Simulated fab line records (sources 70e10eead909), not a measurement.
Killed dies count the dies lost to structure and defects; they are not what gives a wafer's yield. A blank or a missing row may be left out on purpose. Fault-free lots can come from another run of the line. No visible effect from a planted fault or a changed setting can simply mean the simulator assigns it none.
fab line records :: flow nandHarc
record:
  lots: 5
  wafers: 15
  lastDay: 33
route steps=1302 shown P_GATE@185 END@1302
lots that met no fault: from a run of the same line without faults
startH: start of the lot's first displayed wafer, in hours after the record's first day :: waitH: hours elapsed since this lot's preceding step :: " identical to the entry in the row above :: L1.1+2: a single row standing in for several wafers :: - no value, or no start was given :: * or withheld: withheld :: < > ~ a bound
route shown NAME@n: NAME is a module with steps in the file, n the number in the route of the first one :: usual: average and standard deviation across the fault-free wafers :: same: alike in all rows :: chamber/n: place in a boat :: sites: readings site by site :: _std_site: their standard deviation :: _edge_site: mean of outer sites minus mean of inner sites :: radiusMm: how far each site lies from the wafer's centre :: mask NAME#n: copy n :: behind: the last tool/chamber to shape the wafer :: hold: the reason the lot was held/the length of the hold in hours/how it ended :: device: the transistor (n, p or np) that didn't switch :: end of line: tests of these same wafers at the route's end :: step lacking rows: just its recipe :: killed: at the first sort, the dies lost to defects and structure; wafer yield is something else :: map: a wafer's dies, x killed, . not, _ none there
set.NAME: the setting as run; set.NAME@STEP: as run at that earlier step :: model.NAME: the simulator's own value behind a step, which no gauge read
lots seen at some steps along the route; tables by step, rows by wafer
services: when a tool's chamber went out of use (startH, in hours from the record's first day, below 0 if earlier), for how many hours, and the reason
== steps ==
step: NHARC_P_GATE_CD_MEAS_59
recipe:
  targetCdNm: 720
  landingEnergyEv: 500
usual:
  cdNm: 721/3.7
lot.wafer: L933.2
tool: cdSem-01
chamber: 0
startH: 104.70
waitH: -
cdNm: 725

lot.wafer: L933.4
tool: cdSem-01
chamber: 0
startH: 104.70
waitH: -
cdNm: 727

lot.wafer: L933.6
tool: cdSem-01
chamber: 0
startH: 104.70
waitH: -
cdNm: 726

lot.wafer: L937.1
tool: cdSem-01
chamber: 0
startH: 153.90
waitH: -
cdNm: 719

lot.wafer: L937.3
tool: cdSem-01
chamber: 0
startH: 153.90
waitH: -
cdNm: 722

lot.wafer: L937.5
tool: cdSem-01
chamber: 0
startH: 153.90
waitH: -
cdNm: 719

lot.wafer: L946.3
tool: cdSem-01
chamber: 0
startH: 240.64
waitH: -
cdNm: 726

lot.wafer: L946.4
tool: cdSem-01
chamber: 0
startH: 240.64
waitH: -
cdNm: 725

lot.wafer: L946.5
tool: cdSem-01
chamber: 0
startH: 240.64
waitH: -
cdNm: 725

lot.wafer: L953.2
tool: cdSem-02
chamber: 0
startH: 306.12
waitH: -
cdNm: 711

lot.wafer: L953.3
tool: cdSem-02
chamber: 0
startH: 306.12
waitH: -
cdNm: 718

lot.wafer: L953.6
tool: cdSem-02
chamber: 0
startH: 306.12
waitH: -
cdNm: 719

lot.wafer: L956.2
tool: cdSem-03
chamber: 0
startH: 345.17
waitH: -
cdNm: 723

lot.wafer: L956.5
tool: cdSem-03
chamber: 0
startH: 345.17
waitH: -
cdNm: 720

lot.wafer: L956.6
tool: cdSem-03
chamber: 0
startH: 345.17
waitH: -
cdNm: 719
step: NHARC_P_GATE_HARDBAKE_60
recipe:
  tempC: 125
  timeS: 80
step: NHARC_P_GATE_DESCUM_61
recipe:
  timeS: 3
  o2FlowSccm: 200
  arFlowSccm: 0
  biasPowerW: 0
  chemistry: O2
usual:
  drypumpMotorCurrentA: 5.7/0.53
  oesProductAu: 0.999/0.015
  rfVppV: 58.0/0.88
  showerheadPlenumPTorr: 2.00/0.07
  throttleValvePct: 11.311/0.0092
lot.wafer: L933.2
tool: rieDiel-04
chamber: 2
startH: 104.87
waitH: -
drypumpMotorCurrentA: 5.8
oesProductAu: 1.029
rfHoursCounterH: 4.2
rfVppV: 59.6
showerheadPlenumPTorr: 2.03
throttleValvePct: 11.317

lot.wafer: L933.6
tool: rieDiel-04
chamber: 0
startH: 104.87
waitH: -
drypumpMotorCurrentA: 5.4
oesProductAu: 0.999
rfHoursCounterH: -
rfVppV: 58.4
showerheadPlenumPTorr: 2.06
throttleValvePct: 11.312

lot.wafer: L933.4
tool: rieDiel-04
chamber: 2
startH: 104.87
waitH: -
drypumpMotorCurrentA: 5.8
oesProductAu: 1.023
rfHoursCounterH: -
rfVppV: 59.2
showerheadPlenumPTorr: 2.03
throttleValvePct: 11.302

lot.wafer: L937.1
tool: rieDiel-03
chamber: 3
startH: 154.06
waitH: -
drypumpMotorCurrentA: 5.7
oesProductAu: 0.999
rfHoursCounterH: 3.1
rfVppV: 58.0
showerheadPlenumPTorr: 2.05
throttleValvePct: 11.312

lot.wafer: L937.3
tool: rieDiel-03
chamber: 1
startH: 154.06
waitH: -
drypumpMotorCurrentA: 6.2
oesProductAu: 0.969
rfHoursCounterH: 2.7
rfVppV: 58.3
showerheadPlenumPTorr: 1.81
throttleValvePct: 11.306

lot.wafer: L937.5
tool: rieDiel-03
chamber: 3
startH: 154.06
waitH: -
drypumpMotorCurrentA: 5.7
oesProductAu: 1.007
rfHoursCounterH: -
rfVppV: 57.7
showerheadPlenumPTorr: 2.05
throttleValvePct: 11.311

lot.wafer: L946.3
tool: rieDiel-04
chamber: 0
startH: 240.80
waitH: -
drypumpMotorCurrentA: 5.4
oesProductAu: 0.999
rfHoursCounterH: 4.8
rfVppV: 58.8
showerheadPlenumPTorr: 2.06
throttleValvePct: 11.312

lot.wafer: L946.4
tool: rieDiel-04
chamber: 1
startH: 240.80
waitH: -
drypumpMotorCurrentA: 4.7
oesProductAu: 0.969
rfHoursCounterH: 4.3
rfVppV: 59.2
showerheadPlenumPTorr: 2.05
throttleValvePct: 11.297

lot.wafer: L946.5
tool: rieDiel-04
chamber: 3
startH: 240.80
waitH: -
drypumpMotorCurrentA: 6.3
oesProductAu: 0.996
rfHoursCounterH: -
rfVppV: 58.6
showerheadPlenumPTorr: 2.03
throttleValvePct: 11.301

lot.wafer: L953.2
tool: rieDiel-11
chamber: 3
startH: 306.28
waitH: -
drypumpMotorCurrentA: 5.5
oesProductAu: 1.016
rfHoursCounterH: 2.5
rfVppV: 59.0
showerheadPlenumPTorr: 2.04
throttleValvePct: 11.321

lot.wafer: L953.3
tool: rieDiel-11
chamber: 1
startH: 306.28
waitH: -
drypumpMotorCurrentA: 4.9
oesProductAu: 0.994
rfHoursCounterH: 3.3
rfVppV: 58.9
showerheadPlenumPTorr: 1.98
throttleValvePct: 11.301

lot.wafer: L953.6
tool: rieDiel-11
chamber: 0
startH: 306.28
waitH: -
drypumpMotorCurrentA: 5.6
oesProductAu: 1.022
rfHoursCounterH: -
rfVppV: 56.9
showerheadPlenumPTorr: 1.93
throttleValvePct: 11.306

lot.wafer: L956.2
tool: rieDiel-03
chamber: 3
startH: 345.36
waitH: -
drypumpMotorCurrentA: 5.7
oesProductAu: 0.995
rfHoursCounterH: 1.7
rfVppV: 58.5
showerheadPlenumPTorr: 2.04
throttleValvePct: 11.303

lot.wafer: L956.5
tool: rieDiel-03
chamber: 2
startH: 345.36
waitH: -
drypumpMotorCurrentA: 5.5
oesProductAu: 1.007
rfHoursCounterH: -
rfVppV: 57.8
showerheadPlenumPTorr: 1.99
throttleValvePct: 11.320

lot.wafer: L956.6
tool: rieDiel-03
chamber: 3
startH: 345.36
waitH: -
drypumpMotorCurrentA: 5.7
oesProductAu: 1.001
rfHoursCounterH: -
rfVppV: 58.3
showerheadPlenumPTorr: 2.04
throttleValvePct: 11.306
step: NHARC_P_GATE_IMPLANT_62
recipe:
  energyKev: 20
  doseCm2: 3e+15
  tiltDeg: 7
step: NHARC_P_GATE_STRIP_112
recipe:
  powerW: 1500
  tempC: 110
  timeS: 200
  chemistry: N2/H2
usual:
  drypumpMotorCurrentA: 6.0/0.36
  heaterPowerW: 85/6
lot.wafer: L933.2
tool: plasmaAsher-01
chamber: 1
startH: 105.29
waitH: 0.2
drypumpMotorCurrentA: 5.7
heaterPowerW: 85
rfHoursCounterH: 22

lot.wafer: L933.4
tool: plasmaAsher-01
chamber: 1
startH: 105.29
waitH: 0.2
drypumpMotorCurrentA: 5.7
heaterPowerW: 86
rfHoursCounterH: -

lot.wafer: L933.6
tool: plasmaAsher-01
chamber: 1
startH: 105.29
waitH: 0.2
drypumpMotorCurrentA: 5.7
heaterPowerW: 87
rfHoursCounterH: -

lot.wafer: L937.1
tool: plasmaAsher-01
chamber: 1
startH: 154.43
waitH: 0.2
drypumpMotorCurrentA: 5.7
heaterPowerW: 86
rfHoursCounterH: 31

lot.wafer: L937.3
tool: plasmaAsher-01
chamber: 1
startH: 154.43
waitH: 0.2
drypumpMotorCurrentA: 5.7
heaterPowerW: 85
rfHoursCounterH: -

lot.wafer: L937.5
tool: plasmaAsher-01
chamber: 0
startH: 154.43
waitH: 0.2
drypumpMotorCurrentA: 6.2
heaterPowerW: 88
rfHoursCounterH: -

lot.wafer: L946.3
tool: plasmaAsher-02
chamber: 0
startH: 241.25
waitH: 0.2
drypumpMotorCurrentA: 6.4
heaterPowerW: 84
rfHoursCounterH: -

lot.wafer: L946.4
tool: plasmaAsher-02
chamber: 1
startH: 241.25
waitH: 0.2
drypumpMotorCurrentA: 5.5
heaterPowerW: 73
rfHoursCounterH: -

lot.wafer: L946.5
tool: plasmaAsher-02
chamber: 0
startH: 241.25
waitH: 0.2
drypumpMotorCurrentA: 6.4
heaterPowerW: 86
rfHoursCounterH: -

lot.wafer: L953.2
tool: plasmaAsher-02
chamber: 1
startH: 306.69
waitH: 0.2
drypumpMotorCurrentA: 5.5
heaterPowerW: 75
rfHoursCounterH: 11

lot.wafer: L953.3
tool: plasmaAsher-02
chamber: 0
startH: 306.69
waitH: 0.2
drypumpMotorCurrentA: 6.5
heaterPowerW: 86
rfHoursCounterH: -

lot.wafer: L953.6
tool: plasmaAsher-02
chamber: 0
startH: 306.69
waitH: 0.2
drypumpMotorCurrentA: 6.4
heaterPowerW: 90
rfHoursCounterH: -

lot.wafer: L956.2
tool: plasmaAsher-02
chamber: 0
startH: 345.77
waitH: 0.2
drypumpMotorCurrentA: 6.4
heaterPowerW: 89
rfHoursCounterH: 18

lot.wafer: L956.5
tool: plasmaAsher-02
chamber: 1
startH: 345.77
waitH: 0.2
drypumpMotorCurrentA: 5.6
heaterPowerW: 74
rfHoursCounterH: -

lot.wafer: L956.6
tool: plasmaAsher-02
chamber: 0
startH: 345.77
waitH: 0.2
drypumpMotorCurrentA: 6.5
heaterPowerW: 91
rfHoursCounterH: -
step: NHARC_P_GATE_STRIP_76
recipe:
  powerW: 1500
  tempC: 250
  chemistry: O2
usual:
  drypumpMotorCurrentA: 6.0/0.35
  heaterPowerW: 320/22
lot.wafer: L933.2
tool: plasmaAsher-01
chamber: 1
startH: 105.52
waitH: 0.2
drypumpMotorCurrentA: 5.7
heaterPowerW: 312
rfHoursCounterH: 22

lot.wafer: L933.4
tool: plasmaAsher-01
chamber: 1
startH: 105.52
waitH: 0.2
drypumpMotorCurrentA: 5.7
heaterPowerW: 321
rfHoursCounterH: -

lot.wafer: L933.6
tool: plasmaAsher-01
chamber: 1
startH: 105.52
waitH: 0.2
drypumpMotorCurrentA: 5.7
heaterPowerW: 315
rfHoursCounterH: -

lot.wafer: L937.1
tool: plasmaAsher-01
chamber: 1
startH: 154.69
waitH: 0.2
drypumpMotorCurrentA: 5.7
heaterPowerW: 328
rfHoursCounterH: 31

lot.wafer: L937.3
tool: plasmaAsher-01
chamber: 1
startH: 154.69
waitH: 0.2
drypumpMotorCurrentA: 5.7
heaterPowerW: 316
rfHoursCounterH: -

lot.wafer: L937.5
tool: plasmaAsher-01
chamber: 0
startH: 154.69
waitH: 0.2
drypumpMotorCurrentA: 6.2
heaterPowerW: 348
rfHoursCounterH: -

lot.wafer: L946.3
tool: plasmaAsher-02
chamber: 0
startH: 241.45
waitH: 0.2
drypumpMotorCurrentA: 6.4
heaterPowerW: 322
rfHoursCounterH: -

lot.wafer: L946.4
tool: plasmaAsher-02
chamber: 1
startH: 241.45
waitH: 0.2
drypumpMotorCurrentA: 5.5
heaterPowerW: 279
rfHoursCounterH: -

lot.wafer: L946.5
tool: plasmaAsher-02
chamber: 0
startH: 241.45
waitH: 0.2
drypumpMotorCurrentA: 6.4
heaterPowerW: 320
rfHoursCounterH: -

lot.wafer: L953.2
tool: plasmaAsher-02
chamber: 1
startH: 306.92
waitH: 0.2
drypumpMotorCurrentA: 5.5
heaterPowerW: 278
rfHoursCounterH: 11

lot.wafer: L953.3
tool: plasmaAsher-02
chamber: 0
startH: 306.92
waitH: 0.2
drypumpMotorCurrentA: 6.4
heaterPowerW: 332
rfHoursCounterH: -

lot.wafer: L953.6
tool: plasmaAsher-02
chamber: 0
startH: 306.92
waitH: 0.2
drypumpMotorCurrentA: 6.4
heaterPowerW: 335
rfHoursCounterH: -

lot.wafer: L956.2
tool: plasmaAsher-02
chamber: 0
startH: 346.00
waitH: 0.2
drypumpMotorCurrentA: 6.4
heaterPowerW: 327
rfHoursCounterH: 18

lot.wafer: L956.5
tool: plasmaAsher-02
chamber: 1
startH: 346.00
waitH: 0.2
drypumpMotorCurrentA: 5.5
heaterPowerW: 281
rfHoursCounterH: -

lot.wafer: L956.6
tool: plasmaAsher-02
chamber: 0
startH: 346.00
waitH: 0.2
drypumpMotorCurrentA: 6.4
heaterPowerW: 327
rfHoursCounterH: -
step: NHARC_P_GATE_STRIP_63
recipe:
  timeS: 900
  tempC: 130
  chemistry: SPM
step: NHARC_P_GATE_DEHYDRATE_83
recipe:
  tempC: 150
  timeS: 120
step: NHARC_P_GATE_HMDS_84
recipe:
  timeS: 30
step: NHARC_P_GATE_COAT_85
recipe:
  spinRpm: 3000
step: NHARC_P_GATE_SOFTBAKE_86
recipe:
  tempC: 122
  timeS: 95
step: NHARC_P_GATE_EBR_87
step: NHARC_P_GATE_EXPOSE_88
recipe:
  na: 0.6
  targetCdNm: 2000
  doseMj: 11.87
  maskId: P_HVN
usual:
  exposureDoseMJCm2: 11.867/0.013
lot.wafer: L933.2
tool: krfScanner-01
chamber: 0
startH: 106.28
waitH: -
mask: P_HVN#0
exposureDoseMJCm2: 11.879

lot.wafer: L933.4
tool: krfScanner-01
chamber: 0
startH: 106.28
waitH: -
mask: P_HVN#0
exposureDoseMJCm2: 11.876

lot.wafer: L933.6
tool: krfScanner-01
chamber: 0
startH: 106.28
waitH: -
mask: P_HVN#0
exposureDoseMJCm2: 11.891

lot.wafer: L937.1
tool: krfScanner-02
chamber: 0
startH: 155.46
waitH: -
mask: P_HVN#0
exposureDoseMJCm2: 11.892

lot.wafer: L937.3
tool: krfScanner-02
chamber: 0
startH: 155.46
waitH: -
mask: P_HVN#0
exposureDoseMJCm2: 11.885

lot.wafer: L937.5
tool: krfScanner-02
chamber: 0
startH: 155.46
waitH: -
mask: P_HVN#0
exposureDoseMJCm2: 11.888

lot.wafer: L946.3
tool: krfScanner-02
chamber: 0
startH: 242.20
waitH: -
mask: P_HVN_R1#0
exposureDoseMJCm2: 11.856

lot.wafer: L946.4
tool: krfScanner-02
chamber: 0
startH: 242.20
waitH: -
mask: P_HVN_R1#0
exposureDoseMJCm2: 11.864

lot.wafer: L946.5
tool: krfScanner-02
chamber: 0
startH: 242.20
waitH: -
mask: P_HVN_R1#0
exposureDoseMJCm2: 11.860

lot.wafer: L953.2
tool: krfScanner-03
chamber: 0
startH: 307.68
waitH: -
mask: P_HVN#0
exposureDoseMJCm2: 11.880

lot.wafer: L953.3
tool: krfScanner-03
chamber: 0
startH: 307.68
waitH: -
mask: P_HVN#0
exposureDoseMJCm2: 11.905

lot.wafer: L953.6
tool: krfScanner-03
chamber: 0
startH: 307.68
waitH: -
mask: P_HVN#0
exposureDoseMJCm2: 11.891

lot.wafer: L956.2
tool: krfScanner-02
chamber: 0
startH: 346.63
waitH: -
mask: P_HVN#0
exposureDoseMJCm2: 11.863

lot.wafer: L956.5
tool: krfScanner-02
chamber: 0
startH: 346.63
waitH: -
mask: P_HVN#0
exposureDoseMJCm2: 11.877

lot.wafer: L956.6
tool: krfScanner-02
chamber: 0
startH: 346.63
waitH: -
mask: P_HVN#0
exposureDoseMJCm2: 11.858
step: NHARC_P_GATE_PEB_89
recipe:
  pebTempC: 118
  pebTimeS: 85
step: NHARC_END_SORT_01
recipe:
  tempC: 25
usual:
  killedAtArray: 64/20
  killedAtOther: 0.7/1.1
  killedAtPeriphery: 3.6/2.7
  killedDies: 68/20
  killedOpen: 2.8/1.9
  killedShort: 2.3/1.5
same:
  grossDies: 677
lot.wafer: L953.2
tool: prober-02
chamber: 0
startH: 768.62
waitH: 2.8
killedAtArray: 50
killedAtOther: 0
killedAtPeriphery: 2
killedDies: 52
killedOpen: 3
killedShort: 0

lot.wafer: L953.3
tool: prober-02
chamber: 0
startH: 769.42
waitH: 3.1
killedAtArray: 50
killedAtOther: 0
killedAtPeriphery: 5
killedDies: 55
killedOpen: 2
killedShort: 3

lot.wafer: L953.6
tool: prober-02
chamber: 0
startH: 771.81
waitH: 4.0
killedAtArray: 60
killedAtOther: 0
killedAtPeriphery: 4
killedDies: 64
killedOpen: 1
killedShort: 4
killed by level:class
L953.2 A_CHANNEL_HOLE_D2:chamberFilmFlake=27 A_CHANNEL_HOLE_D1:chamberFilmFlake=10 A_SLIT:chamberFilmFlake=4 A_CHANNEL_FILL_D2:chamberFilmFlake=3 A_ONON_D2:geometricParticle:open=2 A_CONTACT:chamberFilmFlake=2 A_ONON_D1:geometricParticle:open=1 P_STI:chamberFilmFlake=1
L953.3 A_CHANNEL_HOLE_D2:chamberFilmFlake=26 A_CHANNEL_HOLE_D1:chamberFilmFlake=7 A_SLIT:chamberFilmFlake=6 P_GATE:chamberFilmFlake=4 A_CONTACT:chamberFilmFlake=4 A_STAIRCASE:chamberFilmFlake=2 P_CONTACT:geometricParticle:open=1 A_ONON_D1:geometricParticle:short=1
L953.6 A_CHANNEL_HOLE_D2:chamberFilmFlake=26 A_CHANNEL_HOLE_D1:chamberFilmFlake=18 A_SLIT:chamberFilmFlake=8 A_CONTACT:chamberFilmFlake=4 P_GATE:geometricParticle:short=2 A_STAIRCASE:chamberFilmFlake=2 P_M1:geometricParticle:open=1 A_ONON_D2:geometricParticle:short=1
== services ==
tool: rieDiel-03
chamber: 0
startH: 84.49
hours: 3.6
kind: repair

tool: rieDiel-03
chamber: 1
startH: 86.70
hours: 5.3
kind: repair

tool: krfScanner-02
chamber: -
startH: 94.00
hours: 4.0
kind: pm

tool: rieDiel-04
chamber: 2
startH: 97.85
hours: 4.3
kind: repair

tool: rieDiel-04
chamber: 1
startH: 98.43
hours: 14.1
kind: repair

tool: rieDiel-03
chamber: -
startH: 104.30
hours: 9.0
kind: pm

tool: rieDiel-03
chamber: 2
startH: 118.04
hours: 1.7
kind: repair

tool: rieDiel-04
chamber: 1
startH: 123.77
hours: 11.1
kind: repair

tool: rieDiel-04
chamber: 1
startH: 144.64
hours: 26.8
kind: repair

tool: plasmaAsher-01
chamber: -
startH: 165.08
hours: 9.0
kind: pm

tool: rieDiel-04
chamber: -
startH: 177.90
hours: 9.0
kind: pm

tool: rieDiel-03
chamber: -
startH: 185.57
hours: 0.5
kind: repair

tool: rieDiel-03
chamber: 1
startH: 190.94
hours: 9.7
kind: repair

tool: rieDiel-04
chamber: -
startH: 227.89
hours: 0.5
kind: repair

tool: plasmaAsher-02
chamber: -
startH: 249.19
hours: 9.0
kind: pm

tool: plasmaAsher-01
chamber: -
startH: 255.46
hours: 1.1
kind: repair

tool: krfScanner-02
chamber: -
startH: 257.24
hours: 0.4
kind: repair

tool: krfScanner-02
chamber: -
startH: 266.00
hours: 4.0
kind: pm

tool: rieDiel-03
chamber: -
startH: 281.30
hours: 9.0
kind: pm

tool: krfScanner-02
chamber: -
startH: 283.32
hours: 0.4
kind: repair

tool: krfScanner-02
chamber: -
startH: 291.04
hours: 0.5
kind: repair

tool: plasmaAsher-01
chamber: -
startH: 342.08
hours: 9.0
kind: pm

tool: plasmaAsher-02
chamber: -
startH: 342.22
hours: 1.7
kind: repair

tool: rieDiel-03
chamber: 0
startH: 342.98
hours: 6.5
kind: repair
== key ==
firstSign:
  step: NHARC_P_GATE_EXPOSE_88
  reading: mask
  direction: changed
effect none on later readings
metAt NHARC_P_GATE_EXPOSE_88
struckWafers L946.3,L946.4,L946.5
testerLeftOut L946
onsetBetween 155.46 242.20
fault:
  kind: wrongMask
  tool: any
  chamber: -
  onsetH: 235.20
  steps: NHARC_P_GATE_EXPOSE_88
  auxCopy: P_HVN_R1#0
  cdOffsetNm: -6.0642
  scope: struckLotsOnly
testerLeftOut: of these lots the tester's yield and bins aren't shown, on N5 and GAA mostly nor the transistor test; their killed dies are dies lost to structure and defects alone, not to doping, threshold or leakage, so they don't give the yield
